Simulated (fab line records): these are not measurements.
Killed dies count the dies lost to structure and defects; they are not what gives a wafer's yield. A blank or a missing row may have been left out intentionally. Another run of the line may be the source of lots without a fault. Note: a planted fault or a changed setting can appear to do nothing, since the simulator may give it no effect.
Lot-split experiment || flow n5 finfet || 7 lots, 21 wafers read, on a route of 1938 steps

== SPLIT DETAILS ==
At N5_BEOL_M6_TRENCH_ETCH_37 (etches SiCOH lowk in C4F6/O2, target depth 94.435 nm, time 31.5 s), the setting time s was moved away from the recipe's 31.5 s on 7 of the 21 wafers read, by -14.3% to +21.8%. All remaining wafers had this setting at the recipe value.

== FROM THE SPLIT TO THE READING: what the file shows between them, 11 steps ==
- N5_BEOL_M6_ETCH_41: etches SiCN in CH3F/O2, target depth 29.7 nm, time 52 s
- N5_BEOL_M6_STRIP_80: strips in N2/H2, time 10 s
- N5_BEOL_M6_OCD_MEAS_38
- N5_BEOL_M6_HM_STRIP_39: strips TiN in peroxide tin strip, target depth 25 nm, time 158 s
- N5_BEOL_M6_SRD_40: time 30 s
- N5_BEOL_M6_ECD_50: material Cu, target thk 300 nm
- N5_BEOL_M6_ANNEAL_51: time 90 s
- N5_BEOL_M6_CMP_52: polishes, stops on SiCOH lowk, t overpolish 6.9 s, target thk 80 nm
- N5_BEOL_M6_THK_MEAS_53: measures by xrf
- N5_BEOL_M6_PRE_CLEAN_55: time 15 s
- N5_BEOL_M6_DEP_56: deposits SiCN from 3MS/NH3, target thk 10 nm, time 17.5 s

== THE READING ==
M6_RS, in ohm/sq, at N5_BEOL_M6_RS_MEAS_57 (measures by four-point-probe). A value of 0.284 ohm/sq with a standard deviation of 0.0057 ohm/sq is what fault-free wafers of this fab line usually give.

{"wafer": "L075.4", "tool, chamber at the split": "rie diel-06, 1", "time s as run, s": 27.56, "against the recipe": "-12.5%", "M6_RS, ohm/sq": 0.346, "against lot-mates on the recipe": "+0.065"}
{"wafer": "L075.5", "tool, chamber at the split": "rie diel-06, 3", "time s as run, s": 31.5, "against the recipe": "recipe", "M6_RS, ohm/sq": 0.281, "against lot-mates on the recipe": "-"}
{"wafer": "L075.6", "tool, chamber at the split": "rie diel-06, 0", "time s as run, s": 27.56, "against the recipe": "-12.5%", "M6_RS, ohm/sq": 0.344, "against lot-mates on the recipe": "+0.063"}
{"wafer": "L080.2", "tool, chamber at the split": "rie diel-03, 2", "time s as run, s": 38.37, "against the recipe": "+21.8%", "M6_RS, ohm/sq": 0.223, "against lot-mates on the recipe": -0.060}
{"wafer": "L080.4", "tool, chamber at the split": "rie diel-03, 1", "time s as run, s": 38.37, "against the recipe": "+21.8%", "M6_RS, ohm/sq": 0.219, "against lot-mates on the recipe": -0.064}
{"wafer": "L080.6", "tool, chamber at the split": "rie diel-03, 2", "time s as run, s": 31.5, "against the recipe": "recipe", "M6_RS, ohm/sq": 0.283, "against lot-mates on the recipe": "-"}
{"wafer": "L087.1", "tool, chamber at the split": "rie diel-06, 3", "time s as run, s": 31.5, "against the recipe": "recipe", "M6_RS, ohm/sq": 0.286, "against lot-mates on the recipe": "-"}
{"wafer": "L087.2", "tool, chamber at the split": "rie diel-06, 2", "time s as run, s": 27.18, "against the recipe": "-13.7%", "M6_RS, ohm/sq": 0.349, "against lot-mates on the recipe": "+0.064"}
{"wafer": "L087.5", "tool, chamber at the split": "rie diel-06, 2", "time s as run, s": 31.5, "against the recipe": "recipe", "M6_RS, ohm/sq": 0.284, "against lot-mates on the recipe": "-"}
{"wafer": "L091.1", "tool, chamber at the split": "rie diel-03, 0", "time s as run, s": 31.5, "against the recipe": "recipe", "M6_RS, ohm/sq": 0.272, "against lot-mates on the recipe": "-"}
{"wafer": "L091.3", "tool, chamber at the split": "rie diel-03, 3", "time s as run, s": 31.5, "against the recipe": "recipe", "M6_RS, ohm/sq": 0.282, "against lot-mates on the recipe": "-"}
{"wafer": "L091.5", "tool, chamber at the split": "rie diel-03, 0", "time s as run, s": 31.5, "against the recipe": "recipe", "M6_RS, ohm/sq": 0.277, "against lot-mates on the recipe": "-"}
{"wafer": "L092.2", "tool, chamber at the split": "rie diel-06, 1", "time s as run, s": 26.98, "against the recipe": "-14.3%", "M6_RS, ohm/sq": 0.351, "against lot-mates on the recipe": "+0.066"}
{"wafer": "L092.3", "tool, chamber at the split": "rie diel-06, 2", "time s as run, s": 31.5, "against the recipe": "recipe", "M6_RS, ohm/sq": 0.285, "against lot-mates on the recipe": "-"}
{"wafer": "L092.4", "tool, chamber at the split": "rie diel-06, 0", "time s as run, s": 26.98, "against the recipe": "-14.3%", "M6_RS, ohm/sq": 0.355, "against lot-mates on the recipe": "+0.070"}
{"wafer": "L096.1", "tool, chamber at the split": "rie diel-01, 3", "time s as run, s": 31.5, "against the recipe": "recipe", "M6_RS, ohm/sq": 0.277, "against lot-mates on the recipe": "-"}
{"wafer": "L096.2", "tool, chamber at the split": "rie diel-01, 2", "time s as run, s": 31.5, "against the recipe": "recipe", "M6_RS, ohm/sq": 0.281, "against lot-mates on the recipe": "-"}
{"wafer": "L096.5", "tool, chamber at the split": "rie diel-01, 1", "time s as run, s": 31.5, "against the recipe": "recipe", "M6_RS, ohm/sq": 0.272, "against lot-mates on the recipe": "-"}
{"wafer": "L095.1", "tool, chamber at the split": "rie diel-01, 2", "time s as run, s": 31.5, "against the recipe": "recipe", "M6_RS, ohm/sq": 0.291, "against lot-mates on the recipe": "-"}
{"wafer": "L095.4", "tool, chamber at the split": "rie diel-01, 3", "time s as run, s": 31.5, "against the recipe": "recipe", "M6_RS, ohm/sq": 0.277, "against lot-mates on the recipe": "-"}
{"wafer": "L095.6", "tool, chamber at the split": "rie diel-01, 1", "time s as run, s": 31.5, "against the recipe": "recipe", "M6_RS, ohm/sq": 0.279, "against lot-mates on the recipe": "-"}

THE FIT
A straight line over all 21 wafers: M6_RS changes by -0.0038 ohm/sq for each +1% of time s; r = -0.96; the points scatter about the line by 0.011 ohm/sq.
The same after taking each lot's own level away (the mean of its wafers on the recipe; 21 wafers): -0.00376 ohm/sq for each +1%; r = -0.97; scatter 0.009 ohm/sq.
On that fit, the largest move of time s shifts the reading by 0.082 ohm/sq.
The lots' own levels span 0.2767 to 0.2850 ohm/sq, that is 1.5 times the standard deviation above.
The two slopes agree, so the slope changes little with the lot-to-lot level.
Check: -0.0848 ohm/sq against its lot-mates is what the line predicts for one of the wafers moved furthest among these (+21.8%) when that wafer is left out of the fit. It came out at -0.06 ohm/sq against them.

== THE WHOLE CHAIN: every reading that the file lists as answering this split, in the file's order ==
{"step": "N5_BEOL_M6_TRENCH_ETCH_37", "what it does": "etches SiCOH lowk in C4F6/O2, target depth 94.435 nm, time 31.5 s", "reading": "etch.depth nm (the simulator's own value, which no gauge read)", "change (the file's fit)": "+0.944 nm for each +1% of the setting", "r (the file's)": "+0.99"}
{"step": "N5_BEOL_M6_TRENCH_ETCH_37", "what it does": "etches SiCOH lowk in C4F6/O2, target depth 94.435 nm, time 31.5 s", "reading": "BEOL_M6.feature depth nm (the simulator's own value, which no gauge read)", "change (the file's fit)": "+0.947 nm for each +1% of the setting", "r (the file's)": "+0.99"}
{"step": "N5_BEOL_M6_OCD_MEAS_38", "what it does": "", "reading": "trench depth nm", "change (the file's fit)": "+0.929 nm for each +1% of the setting", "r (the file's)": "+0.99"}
{"step": "N5_BEOL_M6_CMP_52", "what it does": "polishes, stops on SiCOH lowk, t overpolish 6.9 s, target thk 80 nm", "reading": "Cu_of_BEOL_M6_ECD_50.thk nm (the simulator's own value, which no gauge read)", "change (the file's fit)": "+0.922 nm for each +1% of the setting", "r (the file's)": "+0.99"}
{"step": "N5_BEOL_M6_THK_MEAS_53", "what it does": "measures by xrf", "reading": "M6_THK", "change (the file's fit)": "+0.942 for each +1% of the setting", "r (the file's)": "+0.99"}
{"step": "N5_BEOL_M6_RS_MEAS_57", "what it does": "measures by four-point-probe", "reading": "M6_RS", "change (the file's fit)": "-0.00389 for each +1% of the setting", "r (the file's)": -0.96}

== FILE'S OWN FIT ==
M6_RS changes by -0.00389 ohm/sq for each +1% of time s, r = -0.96.
